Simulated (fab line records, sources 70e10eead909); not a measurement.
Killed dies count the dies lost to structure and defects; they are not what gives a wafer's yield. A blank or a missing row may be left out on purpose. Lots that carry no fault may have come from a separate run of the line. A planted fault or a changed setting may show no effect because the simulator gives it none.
Matching of chambers | flow nandHarc | NHARC_P_GATE_STRIP_101 on rieDiel-10: 4 sister chambers
The step strips in O2, time 20 s. 16 wafers are shown with their chamber, then 8 later ones without.

== EACH WAFER AND ITS CHAMBER ==
wafer  | chamber | showerheadPlenumPTorr (Torr) | drypumpMotorCurrentA (A) | oesProductAu (a.u.)
L317.1 | 1       | 3.48                         | 6.8                      | 1.035
L317.3 | 3       | 3.37                         | 5.6                      | 1.000
L317.5 | 1       | 3.48                         | 6.8                      | 1.038
L319.2 | 3       | 3.37                         | 5.5                      | 1.006
L319.3 | 1       | 3.48                         | 6.8                      | 1.034
L319.6 | 1       | 3.48                         | 6.8                      | 1.022
L322.3 | 0       | 3.64                         | 5.3                      | 0.993
L322.4 | 1       | 3.47                         | 6.8                      | 1.038
L322.6 | 2       | 3.31                         | 5.4                      | 1.028
L325.2 | 2       | 3.31                         | 5.3                      | 1.034
L325.5 | 2       | 3.31                         | 5.3                      | 1.022
L325.6 | 1       | 3.47                         | 6.8                      | 1.024
L328.2 | 2       | 3.31                         | 5.3                      | 1.023
L328.3 | 0       | 3.64                         | 5.3                      | 0.984
L328.6 | 3       | 3.37                         | 5.5                      | 0.988
L330.1 | 1       | 3.47                         | 6.8                      | 1.022

SIGNATURES (means of the wafers above)
reading               | chamber 0 | chamber 1 | chamber 2 | chamber 3 | scatter within a chamber
showerheadPlenumPTorr | 3.6400    | 3.4757    | 3.3100    | 3.3700    | 0.00378
drypumpMotorCurrentA  | 5.300     | 6.800     | 5.325     | 5.533     | 0.0344
oesProductAu          | 0.98850   | 1.03043   | 1.02675   | 0.99800   | 0.00725
Rule: distance of a wafer from a chamber = root of the sum over the readings of ((wafer's reading minus chamber's mean) / reading's scatter) squared. The wafer belongs to the nearest chamber; if the next one is less than 2 further off, it can't be placed. How the scatter is found: for the shown wafers, subtract from each reading the mean of its chamber, square and add these, divide the total by (wafers less chambers), then take the root.

== WAFERS MISSING THEIR CHAMBER ==
wafer  | showerheadPlenumPTorr (Torr) | drypumpMotorCurrentA (A) | oesProductAu (a.u.)
L330.5 | 3.47                         | 6.8                      | 1.024
L330.6 | 3.64                         | 5.3                      | 1.003
L329.2 | 3.31                         | 5.3                      | 1.020
L329.3 | 3.47                         | 6.7                      | 1.013
L329.5 | 3.31                         | 5.3                      | 1.021
L338.3 | 3.36                         | 5.5                      | 0.982
L338.4 | 3.47                         | 6.8                      | 1.035
L338.6 | 3.36                         | 5.5                      | 0.976

== THE CHAMBER EACH PASSED THROUGH ==
wafer  | from the rows above | in truth
L330.5 | 1                   | 1
L330.6 | 0                   | 0
L329.2 | 2                   | 2
L329.3 | 1                   | 1
L329.5 | 2                   | 2
L338.3 | 3                   | 3
L338.4 | 1                   | 1
L338.6 | 3                   | 3
8 of 8 placed correctly. From these rows, 0 cannot be placed. Placed wrongly: 0.
